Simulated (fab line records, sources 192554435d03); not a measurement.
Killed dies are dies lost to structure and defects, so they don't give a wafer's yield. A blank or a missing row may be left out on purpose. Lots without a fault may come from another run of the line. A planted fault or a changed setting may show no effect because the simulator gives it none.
Chamber matching | flow n5_finfet | N5_BEOL_M2_ETCH_69 on rie_diel-04: 4 sister chambers
The step etches SiARC in CF4, target depth 15.6 nm, time 26 s. 14 wafers are shown with their chamber, then 7 later ones without.

WAFERS WITH THEIR CHAMBER
wafer  | chamber | drypump_motor_current_A (A) | showerhead_plenum_p_Torr (Torr) | throttle_valve_pct (%)
L075.1 | 1       | 5.4                         | 2.07                            | 15.59
L075.3 | 2       | 4.7                         | 2.18                            | 15.30
L075.5 | 2       | 4.7                         | 2.18                            | 15.30
L081.1 | 3       | 5.5                         | 2.18                            | 15.54
L081.3 | 0       | 6.1                         | 2.11                            | 15.58
L081.6 | 1       | 5.4                         | 2.06                            | 15.59
L084.1 | 2       | 4.7                         | 2.17                            | 15.33
L084.4 | 2       | 4.7                         | 2.17                            | 15.32
L084.6 | 0       | 6.2                         | 2.11                            | 15.60
L085.2 | 1       | 5.4                         | 2.06                            | 15.62
L085.3 | 0       | 6.1                         | 2.11                            | 15.59
L085.4 | 0       | 6.1                         | 2.11                            | 15.59
L088.1 | 0       | 6.1                         | 2.11                            | 15.60
L088.3 | 2       | 4.8                         | 2.17                            | 15.37

SIGNATURES (means of the wafers above)
reading                  | chamber 0 | chamber 1 | chamber 2 | chamber 3 | scatter within a chamber
drypump_motor_current_A  | 6.120     | 5.400     | 4.720     | 5.500     | 0.04
showerhead_plenum_p_Torr | 2.1100    | 2.0633    | 2.1740    | 2.1800    | 0.00432
throttle_valve_pct       | 15.5920   | 15.6000   | 15.3240   | 15.5400   | 0.0205
Rule: a wafer's distance from a chamber is the root of the sum, over the readings, of the square of ((its reading less the chamber's mean) divided by the reading's scatter). The wafer belongs to the nearest chamber; if the next one is less than 2 further off, it can't be placed. The scatter: the root of (the sum of the squares of (reading less its chamber's mean) over the shown wafers, divided by (wafers less chambers)).

WAFERS WITHOUT THEIR CHAMBER
wafer  | drypump_motor_current_A (A) | showerhead_plenum_p_Torr (Torr) | throttle_valve_pct (%)
L088.6 | 4.7                         | 2.17                            | 15.36
L096.2 | 5.5                         | 2.18                            | 15.61
L096.4 | 4.7                         | 2.16                            | 15.40
L096.6 | 5.5                         | 2.18                            | 15.62
L097.2 | 5.4                         | 2.05                            | 15.67
L097.3 | 4.7                         | 2.16                            | 15.40
L097.5 | 5.4                         | 2.05                            | 15.67

WHICH CHAMBER EACH WENT THROUGH
wafer  | from the rows above | in truth
L088.6 | 2                   | 2
L096.2 | 3                   | 3
L096.4 | 2                   | 2
L096.6 | 3                   | 3
L097.2 | 1                   | 1
L097.3 | 2                   | 2
L097.5 | 1                   | 1
Placed correctly: 7 of 7. Can't be placed from these rows: 0. Placed wrongly: 0.
